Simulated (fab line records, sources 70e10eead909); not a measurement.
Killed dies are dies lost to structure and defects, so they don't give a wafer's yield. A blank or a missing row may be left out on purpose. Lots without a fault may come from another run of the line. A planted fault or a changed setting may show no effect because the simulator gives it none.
fab line records | flow nand_harc
record lots=23 wafers=69 last_day=24
route steps=1159 shown A_CHANNEL_HOLE_D1@474 A_STAIRCASE@532
lots that met no fault: from a run of the same line without faults
start_h: hours from the record's first day to the start of the lot's first wafer shown | wait_h: hours since the lot's step before | " the same as in the row above | L1.1+2: a row that stands for several wafers | - no value, or no start given | * or withheld: withheld | < > ~ a bound
route shown NAME@n: a module of which the file shows steps, and the number in the route of the first | usual: mean/standard deviation of fault-free wafers | same: alike in all rows | chamber/n: place in a boat | sites: the reading at each site | _std_site: their standard deviation | _edge_site: outer sites' mean less inner sites' | radius_mm: how far each site lies from the wafer's centre | mask NAME#n: copy n | behind: the tool/chamber that last shaped the wafer | hold: why the lot was held/for how many hours/how that ended | device: the transistor (n, p or np) that didn't switch | end of line: the same wafers' tests at the end of the route | a step without rows: its recipe alone | killed: dies lost to structure and defects at the first sort, not the wafer's yield | map: a wafer's dies, x killed, . not, _ none there
set.NAME: the setting as run; set.NAME@STEP: as run at that earlier step | model.NAME: the simulator's own value behind a step, which no gauge read
steps of the route over a sample of lots; a table a step, a row a wafer
services: from which hour (start_h, from the record's first day; less than 0 if before it) a tool's chamber was out of use, for how many hours, and why
## steps
# step NHARC_A_CHANNEL_HOLE_D1_ETCH_22
# recipe bias_v=3000 source_w=withheld pressure_mtorr=20 time_s=666.7 ar_flow_sccm=375 c4f8_flow_sccm=89.3 o2_flow_sccm=35.7 temp_c=-20 target_depth_a=16000 chemistry=C4F8/O2/Ar
# usual drypump_motor_current_A=5.4/0.42 showerhead_plenum_p_Torr=3.64/0.1 throttle_valve_pct=32.154/0.0093
# columns lot.wafer tool chamber start_h wait_h drypump_motor_current_A rf_hours_counter_h showerhead_plenum_p_Torr throttle_valve_pct
L074.4 har_etch-02 1 175.01 0.4 5.3 - 3.55 32.156
L074.5 " 1 " " 5.3 - 3.55 32.162
L074.6 " 0 " " 5.9 - 3.80 32.157
L077.2 har_etch-02 1 194.47 0.4 5.3 104 3.55 32.140
L077.1 " 0 " " 5.9 104 3.80 32.150
L077.4 " 0 " " 5.9 - 3.80 32.155
L076.3 har_etch-01 1 194.97 0.4 4.8 - 3.66 32.174
L076.6 " 1 " " 4.7 - 3.66 32.147
L076.5 " 0 " " 5.7 - 3.60 32.156
L078.4 har_etch-02 0 198.84 0.4 5.9 - 3.79 32.166
L078.6 " 0 " " 5.9 - 3.79 32.154
L078.5 " 1 " " 5.3 - 3.54 32.159
L075.1 har_etch-01 0 199.04 0.4 5.7 193 3.60 32.150
L075.6 " 1 " " 4.7 - 3.66 32.151
L075.5 " 0 " " 5.7 - 3.60 32.155
L079.1 har_etch-02 0 209.10 0.4 5.9 114 3.79 32.166
L079.2 " 1 " " 5.3 114 3.54 32.160
L079.6 " 0 " " 5.9 - 3.79 32.157
L081.1 har_etch-01 0 209.55 0.4 5.7 200 3.60 32.143
L081.2 " 1 " " 4.7 200 3.66 32.170
L081.4 " 1 " " 4.7 - 3.66 32.164
L082.4 har_etch-02 1 225.41 0.4 5.3 - 3.53 32.148
L082.6 " 0 " " 5.9 - 3.79 32.155
L082.5 " 1 " " 5.3 - 3.53 32.144
L084.2 har_etch-01 0 232.87 0.4 5.7 207 3.60 32.150
L084.1 " 1 " " 4.7 207 3.65 32.168
L084.4 " 0 " " 5.7 - 3.59 32.154
L083.4 har_etch-02 0 233.20 0.4 5.9 - 3.78 32.141
L083.6 " 0 " " 5.9 - 3.78 32.157
L083.5 " 1 " " 5.3 - 3.53 32.137
L085.2 har_etch-02 0 247.36 0.4 5.9 136 3.78 32.148
L085.4 " 0 " " 5.9 - 3.78 32.149
L085.6 " 0 " " 5.9 - 3.78 32.164
L088.1 har_etch-01 1 256.50 0.4 4.7 217 3.65 32.157
L088.3 " 0 " " 5.7 - 3.59 32.147
L088.6 " 1 " " 4.7 - 3.65 32.148
L087.1 har_etch-02 0 256.56 0.4 5.9 140 3.78 32.159
L087.5 " 0 " " 5.9 - 3.78 32.160
L087.6 " 1 " " 5.3 - 3.53 32.145
L086.1 har_etch-01 0 260.67 0.4 5.7 221 3.59 32.177
L086.3 " 1 " " 4.7 - 3.65 32.157
L086.6 " 0 " " 5.6 - 3.59 32.157
L089.4 har_etch-02 0 263.23 0.4 5.9 - 3.77 32.171
L089.6 " 0 " " 5.9 - 3.77 32.149
L089.5 " 1 " " 5.3 - 3.52 32.164
L090.1 har_etch-01 0 264.92 0.4 5.7 225 3.59 32.152
L090.4 " 1 " " 4.7 - 3.64 32.151
L090.5 " 0 " " 5.7 - 3.59 32.161
L091.1 har_etch-02 0 272.92 0.4 5.9 151 3.77 32.155
L091.4 " 0 " " 5.9 - 3.77 32.148
L091.3 " 1 " " 5.3 - 3.52 32.154
L092.1 har_etch-01 1 281.46 0.4 4.8 232 3.64 32.146
L092.2 " 0 " " 5.7 232 3.58 32.161
L092.5 " 1 " " 4.8 - 3.64 32.158
L093.1 har_etch-02 0 285.61 0.4 5.8 155 3.77 32.153
L093.4 " 1 " " 5.3 - 3.52 32.148
L093.3 " 0 " " 5.9 - 3.77 32.148
L094.2 har_etch-01 0 300.46 0.4 5.7 236 3.58 32.152
L094.1 " 1 " " 4.7 236 3.64 32.161
L094.4 " 0 " " 5.7 - 3.58 32.156
L096.1 har_etch-02 1 301.72 0.4 5.3 159 3.52 32.179
L096.2 " 0 " " 5.9 159 3.77 32.145
L096.6 " 1 " " 5.3 - 3.52 32.158
L095.3 har_etch-01 0 304.79 0.4 5.7 - 3.58 32.149
L095.4 " 1 " " 4.7 - 3.64 32.141
L095.6 " 1 " " 4.7 - 3.64 32.148
L097.2 har_etch-02 0 322.65 0.4 5.8 173 3.76 32.145
L097.1 " 1 " " 5.3 173 3.51 32.174
L097.4 " 0 " " 5.9 - 3.76 32.160
# step NHARC_A_STAIRCASE_ETCH_170
# recipe target_depth_a=2000 time_s=66.667 ion_energy_ev=250 c4f6_flow_sccm=25 o2_flow_sccm=20 ar_flow_sccm=500 rf_w=600 bias_w=500 chemistry=C4F6/O2
# usual drypump_motor_current_A=5.9/0.4 oes_product_au=0.974/0.015 rf_vpp_V=547/3.8 showerhead_plenum_p_Torr=3.95/0.18 throttle_valve_pct=26.903/0.008
# columns lot.wafer tool chamber start_h wait_h drypump_motor_current_A oes_product_au rf_hours_counter_h rf_vpp_V showerhead_plenum_p_Torr throttle_valve_pct
L074.4 rie_diel-10 1 - - 5.7 0.984 19 552 4.22 26.914
L074.5 " 1 " " 5.7 0.977 - 553 4.22 26.903
L074.6 " 2 " " 6.4 0.970 - 550 4.05 26.915
L077.1 rie_diel-10 1 - - 5.7 0.988 25 553 4.21 26.899
L077.2 " 2 " " 6.4 0.986 21 550 4.04 26.907
L077.4 " 3 " " 5.9 0.999 - 540 3.65 26.898
L076.3 rie_diel-10 3 - - 6.0 0.987 23 541 3.66 26.902
L076.6 " 2 " " 6.4 0.974 - 547 4.04 26.910
L076.5 " 3 " " 5.9 0.977 - 541 3.66 26.904
L075.1 rie_diel-02 1 - - 5.4 0.966 37 545 3.82 26.900
L075.6 " 2 " " 5.2 0.974 - 546 3.88 26.902
L075.5 " 3 " " 6.3 0.994 - 548 3.96 26.910
L078.4 rie_diel-10 0 - - 6.2 0.980 19 552 4.13 26.889
L078.5 " 3 " " 5.9 0.973 - 540 3.65 26.892
L078.6 " 0 " " 6.2 0.987 - 550 4.13 26.897
L081.2 rie_diel-02 3 - - 6.4 0.944 42 547 3.96 26.915
L081.1 " 1 " " 5.4 0.965 41 544 3.81 26.908
L081.4 " 2 " " 5.2 0.955 40 545 3.87 26.908
L079.2 rie_diel-10 0 - - 6.2 0.984 22 551 4.13 26.905
L079.1 " 3 " " 6.0 0.977 28 541 3.65 26.888
L079.6 " 1 " " 5.7 0.978 - 553 4.21 26.906
L082.4 rie_diel-06 1 - - 6.0 0.976 - 552 4.22 26.901
L082.6 " 3 " " 6.0 0.994 - 551 4.09 26.903
L082.5 " 0 " " 6.5 0.971 - 545 3.87 26.902
L084.2 rie_diel-02 2 - - 5.2 0.914 46 546 3.87 26.914
L084.1 " 3 " " 6.4 0.973 53 547 3.95 26.906
L084.4 " 1 " " 5.4 0.963 52 545 3.81 26.904
L083.4 rie_diel-10 2 - - 6.4 0.946 34 549 4.04 26.895
L083.6 " 1 " " 5.7 0.946 - 552 4.20 26.897
L083.5 " 2 " " 6.4 0.952 - 550 4.04 26.908
L085.2 rie_diel-02 2 - - 5.2 0.978 50 546 3.87 26.901
L085.4 " 0 " " 6.0 0.956 58 544 3.76 26.905
L085.6 " 3 " " 6.4 0.970 - 548 3.95 26.902
L090.4 rie_diel-10 2 - - 6.4 0.971 39 549 4.03 26.907
L090.1 " 3 " " 5.9 0.965 47 541 3.64 26.907
L090.5 " 2 " " 6.4 0.974 - 548 4.03 26.900
L087.1 rie_diel-06 3 - - 6.0 1.009 22 550 4.09 26.904
L087.5 " 0 " " 6.5 0.975 - 544 3.87 26.917
L087.6 " 1 " " 6.0 0.990 - 553 4.21 26.905
L089.4 rie_diel-06 2 - - 5.5 0.972 20 546 3.99 26.899
L089.6 " 2 " " 5.5 0.972 - 548 3.99 26.900
L089.5 " 3 " " 6.0 0.975 - 549 4.09 26.913
L088.3 rie_diel-02 1 - - 5.4 0.983 62 542 3.80 26.918
L088.1 " 2 " " 5.2 0.995 57 546 3.86 26.916
L088.6 " 0 " " 6.1 0.982 - 544 3.75 26.891
L086.3 rie_diel-02 3 - - 6.4 0.992 63 547 3.95 26.916
L086.1 " 1 " " 5.4 0.960 62 546 3.80 26.905
L086.6 " 3 " " 6.4 0.980 - 548 3.95 26.904
L091.4 rie_diel-10 1 - - 5.7 0.975 58 551 4.19 26.898
L091.1 " 2 " " 6.4 0.982 48 550 4.03 26.907
L091.3 " 3 " " 5.9 0.961 54 540 3.64 26.907
L092.1 rie_diel-10 2 - - 6.4 0.966 51 549 4.03 26.896
L092.2 " 0 " " 6.2 0.967 50 550 4.11 26.907
L092.5 " 2 " " 6.4 0.979 - 549 4.03 26.906
L093.3 rie_diel-02 3 - - 6.4 0.987 2 548 3.94 26.895
L093.4 " 0 " " 6.1 0.974 2 542 3.75 26.892
L093.1 " 1 " " 5.4 0.984 1 545 3.80 26.901
L094.1 rie_diel-02 0 - - 6.1 0.974 6 543 3.75 26.913
L094.4 " 2 " " 5.2 0.965 5 548 3.86 26.922
L094.2 " 3 " " 6.4 0.989 6 548 3.94 26.901
L096.1 rie_diel-02 1 - - 5.4 0.950 5 544 3.80 26.897
L096.2 " 0 " " 6.0 0.953 6 542 3.75 26.899
L096.6 " 2 " " 5.2 0.964 - 545 3.86 26.918
L095.4 rie_diel-06 0 - - 6.5 0.974 41 545 3.85 26.909
L095.3 " 2 " " 5.5 1.008 37 547 3.98 26.901
L095.6 " 1 " " 6.0 0.985 - 553 4.20 26.899
L097.2 rie_diel-02 2 - - 5.2 0.950 14 546 3.85 26.892
L097.4 " 3 " " 6.4 0.970 15 548 3.94 26.904
L097.1 " 0 " " 6.1 0.963 16 543 3.74 26.891
# step NHARC_A_STAIRCASE_TRIM_12
# recipe time_s=211.2 o2_flow_sccm=500 ar_flow_sccm=0 bias_w=0 chemistry=O2
# usual drypump_motor_current_A=6.0/0.38 oes_product_au=1.000/0.011 rf_vpp_V=57.9/0.88 showerhead_plenum_p_Torr=3.57/0.16 throttle_valve_pct=17.036/0.0085
# columns lot.wafer tool chamber start_h wait_h drypump_motor_current_A oes_product_au rf_hours_counter_h rf_vpp_V showerhead_plenum_p_Torr throttle_valve_pct
L074.4 rie_diel-06 1 231.50 0.1 6.0 0.997 56 57.8 3.28 17.047
L074.5 " 0 " " 6.5 0.978 - 58.2 3.49 17.021
L074.6 " 1 " " 6.0 0.993 - 55.9 3.28 17.046
L077.4 rie_diel-02 0 251.42 0.1 6.1 0.995 37 57.8 3.38 17.046
L077.2 " 1 " " 5.4 0.997 35 58.0 3.43 17.030
L077.1 " 3 " " 6.3 1.003 36 57.0 3.57 17.050
L076.3 rie_diel-06 3 251.92 0.1 6.0 1.019 1 57.2 3.69 17.046
L076.6 " 0 " " 6.5 0.984 - 58.5 3.49 17.032
L076.5 " 1 " " 6.0 1.009 - 57.2 3.81 17.041
L075.1 rie_diel-06 2 258.24 0.1 5.5 1.016 3 58.9 3.60 17.025
L075.6 " 3 " " 6.0 1.015 - 57.7 3.69 17.029
L075.5 " 0 " " 6.5 0.986 - 56.8 3.48 17.029
L078.6 rie_diel-10 1 259.18 0.7 5.7 1.011 - 58.3 3.79 17.036
L078.4 " 3 " " 6.0 1.006 - 57.6 3.28 17.034
L078.5 " 0 " " 6.2 1.011 - 59.2 3.72 17.028
L081.2 rie_diel-02 0 264.86 0.1 6.1 0.988 44 57.2 3.38 17.044
L081.4 " 2 " " 5.2 1.001 41 57.8 3.48 17.033
L081.1 " 3 " " 6.3 1.002 43 56.4 3.56 17.031
L079.1 rie_diel-06 2 265.09 0.1 5.5 1.007 5 56.3 3.60 17.039
L079.2 " 0 " " 6.5 0.987 6 58.7 3.48 17.040
L079.6 " 2 " " 5.5 1.012 - 58.3 3.60 17.033
L082.4 rie_diel-10 3 287.13 0.1 5.9 1.013 37 56.1 3.27 17.035
L082.5 " 2 " " 6.4 0.985 - 57.9 3.63 17.046
L082.6 " 3 " " 5.9 1.013 - 56.8 3.27 17.048
L084.2 rie_diel-10 2 293.25 0.2 6.4 0.990 33 58.5 3.63 17.048
L084.4 " 3 " " 5.9 1.012 40 57.2 3.27 17.030
L084.1 " 0 " " 6.2 1.007 33 58.8 3.71 17.040
L083.4 rie_diel-06 1 296.97 0.1 6.0 1.008 18 58.8 3.80 17.051
L083.6 " 3 " " 6.0 1.010 - 58.3 3.68 17.040
L083.5 " 0 " " 6.4 0.980 - 58.2 3.48 17.036
L085.4 rie_diel-10 2 305.81 0.1 6.4 0.990 37 58.9 3.63 17.027
L085.2 " 3 " " 5.9 1.007 44 56.0 3.27 17.031
L085.6 " 3 " " 5.9 0.994 - 57.5 3.27 17.031
L090.1 rie_diel-10 1 316.44 0.1 5.7 1.002 49 57.9 3.78 17.037
L090.4 " 2 " " 6.4 0.990 40 58.5 3.63 17.035
L090.5 " 1 " " 5.7 0.988 - 59.2 3.78 17.048
L087.1 rie_diel-02 0 316.73 0.2 6.1 0.981 61 57.1 3.37 17.033
L087.6 " 3 " " 6.4 0.997 - 57.3 3.55 17.028
L087.5 " 0 " " 6.0 0.996 - 58.2 3.37 17.038
L089.4 rie_diel-10 0 316.86 0.1 6.2 1.003 40 59.0 3.70 17.046
L089.6 " 3 " " 5.9 1.000 - 56.7 3.27 17.036
L089.5 " 0 " " 6.2 0.999 - 58.0 3.70 17.040
L088.3 rie_diel-02 1 321.37 0.1 5.4 0.994 63 57.2 3.42 17.041
L088.1 " 2 " " 5.2 0.994 58 57.2 3.47 17.050
L088.6 " 1 " " 5.4 0.988 - 57.6 3.42 17.035
L086.1 rie_diel-02 0 321.90 0.4 6.1 0.999 63 58.1 3.37 17.032
L086.3 " 1 " " 5.4 0.997 63 57.8 3.42 17.024
L086.6 " 2 " " 5.2 1.006 - 56.5 3.47 17.045
L091.1 rie_diel-06 3 331.45 0.1 6.0 1.024 32 59.6 3.67 17.032
L091.3 " 0 " " 6.5 0.994 32 58.3 3.47 17.023
L091.4 " 1 " " 6.0 1.008 32 57.9 3.79 17.042
L092.1 rie_diel-10 3 337.69 0.1 5.9 1.000 57 57.4 3.26 17.031
L092.2 " 0 " " 6.2 0.997 51 56.3 3.70 17.030
L092.5 " 1 " " 5.6 0.999 - 58.5 3.77 17.047
L093.3 rie_diel-06 1 345.30 0.1 6.0 1.009 37 58.3 3.79 17.033
L093.4 " 2 " " 5.5 1.023 33 56.8 3.58 17.025
L093.1 " 3 " " 6.0 1.014 37 58.2 3.67 17.046
L094.1 rie_diel-06 0 357.71 0.1 6.5 0.986 40 59.2 3.46 17.038
L094.2 " 1 " " 6.0 1.013 40 58.1 3.78 17.029
L094.4 " 2 " " 5.5 1.012 36 56.8 3.58 17.028
L096.2 rie_diel-06 2 357.81 0.2 5.5 1.003 36 56.6 3.58 17.035
L096.1 " 0 " " 6.5 0.984 40 56.8 3.46 17.041
L096.6 " 1 " " 6.0 0.997 - 58.0 3.78 17.055
L095.4 rie_diel-06 0 361.15 0.1 6.5 0.996 42 57.4 3.46 17.036
L095.3 " 1 " " 6.0 1.017 42 59.0 3.78 17.040
L095.6 " 0 " " 6.4 0.995 - 57.8 3.46 17.035
L097.2 rie_diel-10 3 381.59 0.1 6.0 0.991 1 59.5 3.81 17.040
L097.4 " 0 " " 6.2 0.987 6 56.8 3.69 17.025
L097.1 " 1 " " 5.7 1.011 6 58.4 3.77 17.015
# step NHARC_A_STAIRCASE_ETCH_17
# recipe target_depth_a=1000 time_s=40.5 ion_energy_ev=400 c4f8_flow_sccm=20 o2_flow_sccm=10 ar_flow_sccm=withheld rf_w=600 bias_w=1000 chemistry=C4F8/O2
# usual oes_product_au=0.940/0.014 rf_vpp_V=898/5.7
# columns lot.wafer tool chamber start_h wait_h oes_product_au rf_hours_counter_h rf_vpp_V
L074.4 rie_diel-06 3 - - 0.957 55 902
L074.5 " 2 " " 0.945 - 899
L074.6 " 3 " " 0.945 - 902
L076.3 rie_diel-06 0 - - 0.938 1 895
L076.6 " 3 " " 0.941 - 901
L076.5 " 0 " " 0.919 - 894
L077.1 rie_diel-02 2 - - 0.955 35 893
L077.4 " 3 " " 0.947 38 898
L077.2 " 0 " " 0.950 39 890
L075.1 rie_diel-06 1 - - 0.955 3 908
L075.6 " 1 " " 0.946 - 905
L075.5 " 2 " " 0.976 - 899
L078.6 rie_diel-10 0 - - 0.948 - 902
L078.4 " 1 " " 0.938 - 905
L078.5 " 3 " " 0.937 - 885
L081.2 rie_diel-02 1 - - 0.926 42 893
L081.1 " 2 " " 0.927 41 895
L081.4 " 3 " " 0.925 43 898
L079.2 rie_diel-06 0 - - 0.931 6 896
L079.1 " 1 " " 0.950 6 907
L079.6 " 3 " " 0.949 - 901
L082.4 rie_diel-10 3 - - 0.933 38 887
L082.6 " 3 " " 0.941 - 887
L082.5 " 0 " " 0.936 - 903
L084.1 rie_diel-10 2 - - 0.925 33 898
L084.4 " 3 " " 0.937 40 886
L084.2 " 0 " " 0.933 34 901
L083.4 rie_diel-06 1 - - 0.958 20 907
L083.6 " 3 " " 0.960 - 901
L083.5 " 0 " " 0.935 - 894
L085.2 rie_diel-10 3 - - 0.955 44 887
L085.4 " 0 " " 0.954 37 903
L085.6 " 1 " " 0.944 - 905
L090.4 rie_diel-10 1 - - 0.922 49 905
L090.1 " 0 " " 0.934 40 902
L090.5 " 2 " " 0.928 - 900
L089.4 rie_diel-10 1 - - 0.936 50 906
L089.6 " 3 " " 0.949 - 888
L089.5 " 0 " " 0.929 - 902
L087.1 rie_diel-02 3 - - 0.932 62 898
L087.5 " 1 " " 0.911 - 892
L087.6 " 2 " " 0.923 - 894
L088.1 rie_diel-02 3 - - 0.937 64 897
L088.3 " 0 " " 0.923 64 891
L088.6 " 3 " " 0.930 - 897
L086.1 rie_diel-02 1 - - 0.913 64 893
L086.3 " 3 " " 0.930 64 895
L086.6 " 0 " " 0.923 - 889
L091.3 rie_diel-06 3 - - 0.965 32 901
L091.4 " 0 " " 0.933 32 895
L091.1 " 2 " " 0.954 28 899
L092.1 rie_diel-10 0 - - 0.940 52 902
L092.2 " 1 " " 0.939 62 905
L092.5 " 1 " " 0.937 - 905
L093.1 rie_diel-06 3 - - 0.967 37 901
L093.4 " 0 " " 0.929 37 892
L093.3 " 1 " " 0.942 37 905
L094.1 rie_diel-06 1 - - 0.952 41 905
L094.2 " 3 " " 0.948 40 901
L094.4 " 0 " " 0.942 41 895
L096.1 rie_diel-06 0 - - 0.922 41 894
L096.2 " 2 " " 0.960 36 898
L096.6 " 3 " " 0.957 - 903
L095.4 rie_diel-06 3 - - 0.950 42 901
L095.3 " 0 " " 0.933 42 893
L095.6 " 2 " " 0.963 - 898
L097.4 rie_diel-10 2 - - 0.929 6 898
L097.1 " 3 " " 0.939 1 906
L097.2 " 0 " " 0.949 6 901
# step NHARC_A_STAIRCASE_ETCH_192
# recipe target_depth_a=1000 time_s=40.5 ion_energy_ev=400 c4f8_flow_sccm=20 o2_flow_sccm=10 ar_flow_sccm=withheld rf_w=600 bias_w=1000 chemistry=C4F8/O2
# usual oes_product_au=0.942/0.011 rf_vpp_V=897/5.7
# columns lot.wafer tool chamber start_h wait_h oes_product_au rf_hours_counter_h rf_vpp_V
L074.4 rie_diel-02 1 - - 0.920 30 894
L074.5 " 3 " " 0.951 - 899
L074.6 " 0 " " 0.924 - 890
L076.3 rie_diel-06 2 - - 0.947 2 898
L076.5 " 0 " " 0.923 - 894
L076.6 " 1 " " 0.949 - 906
L077.4 rie_diel-02 3 - - 0.946 39 897
L077.1 " 0 " " 0.940 40 891
L077.2 " 2 " " 0.947 36 894
L075.1 rie_diel-06 2 - - 0.961 5 900
L075.5 " 1 " " 0.948 - 905
L075.6 " 2 " " 0.961 - 898
L078.4 rie_diel-06 1 - - 0.951 5 906
L078.5 " 3 " " 0.950 - 901
L078.6 " 0 " " 0.931 - 894
L079.1 rie_diel-06 1 - - 0.948 7 906
L079.2 " 2 " " 0.932 7 898
L079.6 " 2 " " 0.936 - 898
L081.1 rie_diel-06 1 - - 0.971 8 904
L081.4 " 2 " " 0.949 8 898
L081.2 " 0 " " 0.924 8 893
L082.4 rie_diel-10 1 - - 0.935 43 905
L082.5 " 1 " " 0.937 - 905
L082.6 " 2 " " 0.951 - 900
L084.1 rie_diel-10 3 - - 0.953 43 887
L084.4 " 1 " " 0.947 46 906
L084.2 " 2 " " 0.942 36 900
L083.4 rie_diel-10 3 - - 0.946 44 886
L083.6 " 2 " " 0.948 - 899
L083.5 " 3 " " 0.940 - 887
L085.2 rie_diel-10 3 - - 0.945 45 886
L085.4 " 0 " " 0.956 38 902
L085.6 " 2 " " 0.943 - 899
L090.4 rie_diel-06 2 - - 0.942 23 898
L090.1 " 3 " " 0.950 26 903
L090.5 " 0 " " 0.925 - 893
L089.4 rie_diel-06 0 - - 0.916 26 896
L089.5 " 1 " " 0.938 - 905
L089.6 " 2 " " 0.946 - 898
L087.1 rie_diel-10 1 - - 0.937 54 905
L087.6 " 1 " " 0.944 - 905
L087.5 " 2 " " 0.951 - 902
L088.1 rie_diel-02 0 - - 0.935 65 890
L088.3 " 1 " " 0.946 66 890
L088.6 " 3 " " 0.928 - 898
L086.3 rie_diel-06 3 - - 0.946 30 901
L086.1 " 0 " " 0.926 30 893
L086.6 " 3 " " 0.948 - 900
L091.1 rie_diel-06 1 - - 0.932 34 906
L091.4 " 2 " " 0.935 30 897
L091.3 " 0 " " 0.934 34 894
L092.1 rie_diel-10 1 - - 0.942 64 904
L092.2 " 2 " " 0.953 53 898
L092.5 " 3 " " 0.953 - 886
L093.1 rie_diel-02 3 - - 0.943 4 897
L093.4 " 1 " " 0.958 4 892
L093.3 " 2 " " 0.940 4 895
L094.1 rie_diel-02 0 - - 0.928 10 889
L094.2 " 2 " " 0.918 8 895
L094.4 " 3 " " 0.928 9 897
L096.1 rie_diel-06 0 - - 0.924 44 893
L096.2 " 1 " " 0.938 45 904
L096.6 " 2 " " 0.950 - 897
L095.3 rie_diel-02 1 - - 0.935 12 892
L095.4 " 2 " " 0.936 11 893
L095.6 " 0 " " 0.931 - 891
L097.4 rie_diel-02 1 - - 0.960 17 892
L097.2 " 2 " " 0.934 16 894
L097.1 " 3 " " 0.938 18 897
# step NHARC_A_STAIRCASE_TRIM_222
# recipe time_s=211.2 o2_flow_sccm=500 ar_flow_sccm=0 bias_w=0 chemistry=O2
# usual drypump_motor_current_A=5.9/0.41 oes_product_au=0.999/0.0095 rf_vpp_V=57.8/0.89 showerhead_plenum_p_Torr=3.52/0.15 throttle_valve_pct=17.036/0.0095
# columns lot.wafer tool chamber start_h wait_h drypump_motor_current_A oes_product_au rf_hours_counter_h rf_vpp_V showerhead_plenum_p_Torr throttle_valve_pct
L074.6 rie_diel-10 3 - - 5.9 1.010 - 56.4 3.28 17.045
L074.4 " 1 " " 5.7 0.990 - 58.6 3.80 17.073
L074.5 " 2 " " 6.4 0.990 - 57.4 3.64 17.045
L076.3 rie_diel-02 0 - - 6.0 0.989 43 58.8 3.38 17.042
L076.6 " 2 " " 5.3 1.007 - 58.7 3.48 17.035
L076.5 " 3 " " 6.3 1.002 - 58.3 3.56 17.029
L077.2 rie_diel-10 3 - - 5.9 1.009 28 58.5 3.28 17.043
L077.1 " 0 " " 6.2 1.003 21 57.6 3.71 17.019
L077.4 " 0 " " 6.2 1.005 - 57.7 3.71 17.024
L075.1 rie_diel-02 3 - - 6.4 0.998 44 58.2 3.56 17.041
L075.5 " 1 " " 5.4 1.008 - 56.7 3.43 17.029
L075.6 " 2 " " 5.2 0.998 - 58.0 3.48 17.049
L078.4 rie_diel-02 2 - - 5.2 1.011 42 56.8 3.48 17.049
L078.6 " 0 " " 6.1 0.995 - 57.3 3.38 17.024
L078.5 " 1 " " 5.4 1.002 - 58.2 3.43 17.057
L079.2 rie_diel-10 1 - - 5.7 0.995 36 57.3 3.79 17.035
L079.1 " 0 " " 6.2 1.005 26 56.6 3.71 17.037
L079.6 " 1 " " 5.7 0.999 - 57.4 3.79 17.033
L081.4 rie_diel-02 0 - - 6.1 0.998 47 58.2 3.38 17.037
L081.1 " 1 " " 5.4 0.997 45 57.9 3.43 17.029
L081.2 " 3 " " 6.3 1.005 47 58.9 3.56 17.038
L082.4 rie_diel-02 3 - - 6.4 1.000 54 56.1 3.55 17.038
L082.6 " 2 " " 5.2 1.002 - 58.1 3.48 17.044
L082.5 " 3 " " 6.3 1.005 - 58.4 3.55 17.026
L084.4 rie_diel-02 0 - - 6.1 0.983 57 56.8 3.37 17.038
L084.2 " 1 " " 5.4 0.990 55 57.9 3.42 17.025
L084.1 " 2 " " 5.2 1.005 49 58.3 3.48 17.038
L083.4 rie_diel-06 3 - - 6.0 1.015 21 57.5 3.68 17.029
L083.6 " 1 " " 6.0 1.009 - 57.7 3.80 17.036
L083.5 " 2 " " 5.5 1.026 - 57.9 3.59 17.031
L085.4 rie_diel-02 1 - - 5.4 0.992 59 57.8 3.42 17.037
L085.2 " 2 " " 5.2 1.005 53 57.6 3.48 17.028
L085.6 " 0 " " 6.1 0.989 - 55.8 3.37 17.042
L090.4 rie_diel-10 0 - - 6.2 1.000 46 57.7 3.70 17.045
L090.1 " 1 " " 5.7 0.998 56 59.1 3.78 17.025
L090.5 " 1 " " 5.7 0.992 - 58.9 3.78 17.040
L087.1 rie_diel-02 0 - - 6.1 0.996 66 58.2 3.37 17.028
L087.6 " 0 " " 6.1 0.993 - 56.8 3.37 17.044
L087.5 " 1 " " 5.4 1.001 - 58.0 3.41 17.024
L089.4 rie_diel-10 1 - - 5.7 0.998 58 61.0 3.77 17.042
L089.5 " 2 " " 6.4 0.987 - 57.5 3.62 17.042
L089.6 " 3 " " 5.9 0.995 - 58.6 3.26 17.032
L088.3 rie_diel-06 0 - - 6.5 0.981 32 57.8 3.47 17.034
L088.1 " 1 " " 6.1 1.010 33 58.4 3.79 17.029
L088.6 " 3 " " 6.0 1.009 - 56.9 3.67 17.065
L086.1 rie_diel-10 3 - - 5.9 1.000 56 56.7 3.26 17.042
L086.3 " 0 " " 6.2 0.991 50 59.8 3.70 17.029
L086.6 " 3 " " 5.9 0.998 - 56.9 3.26 17.046
L091.4 rie_diel-06 1 - - 6.0 1.008 36 59.9 3.79 17.042
L091.3 " 2 " " 5.4 1.003 32 57.8 3.58 17.029
L091.1 " 0 " " 6.5 0.993 36 58.3 3.47 17.035
L092.1 rie_diel-02 3 - - 6.4 0.995 3 58.4 3.55 17.032
L092.2 " 2 " " 5.2 0.992 2 56.9 3.47 17.040
L092.5 " 3 " " 6.4 1.005 - 58.1 3.55 17.019
L093.3 rie_diel-02 0 353.55 - 6.1 0.984 5 57.8 3.37 17.043
L093.1 " 2 " " 5.2 0.992 5 56.9 3.47 17.022
L093.4 " 3 " " 6.4 0.990 5 59.7 3.54 17.035
L094.2 rie_diel-02 0 - - 6.1 0.991 12 56.5 3.36 17.043
L094.1 " 1 " " 5.4 1.004 11 57.4 3.41 17.055
L094.4 " 2 " " 5.2 0.992 10 57.1 3.47 17.033
L096.2 rie_diel-02 1 - - 5.4 0.996 12 57.5 3.41 17.045
L096.1 " 2 " " 5.2 0.996 11 56.7 3.46 17.038
L096.6 " 0 " " 6.1 0.995 - 57.1 3.36 17.055
L095.3 rie_diel-02 0 - - 6.1 0.982 15 57.3 3.36 17.018
L095.4 " 1 " " 5.4 0.998 13 58.5 3.41 17.045
L095.6 " 1 " " 5.4 1.005 - 57.7 3.41 17.024
L097.4 rie_diel-06 1 - - 6.0 1.004 54 58.8 3.78 17.046
L097.2 " 2 " " 5.5 1.026 48 58.7 3.57 17.044
L097.1 " 3 " " 6.0 0.997 51 58.7 3.66 17.040
## services
# columns tool chamber start_h hours kind
rie_diel-02 0 159.90 - clean
rie_diel-02 1 159.90 - clean
rie_diel-02 1 159.90 - consumable_replace:focus_ring
rie_diel-02 2 159.90 - clean
rie_diel-02 3 159.90 - clean
rie_diel-10 - 176.53 9.0 pm
rie_diel-02 0 185.40 - clean
rie_diel-02 1 185.40 - clean
rie_diel-02 2 185.40 - clean
rie_diel-02 3 185.40 - clean
rie_diel-10 2 188.52 8.1 repair
rie_diel-02 0 209.91 - clean
rie_diel-02 1 209.91 - clean
rie_diel-02 2 209.91 - clean
rie_diel-02 3 209.91 - clean
rie_diel-10 0 232.39 22.6 repair
har_etch-02 - 237.50 2.2 repair
rie_diel-06 - 241.43 9.0 pm
har_etch-01 - 307.91 17.0 pm
rie_diel-10 - 310.41 0.8 repair
rie_diel-02 - 329.09 9.0 pm
rie_diel-10 - 353.53 9.0 pm
rie_diel-10 3 367.24 13.3 repair
rie_diel-10 1 386.81 5.0 repair
## key
fault none
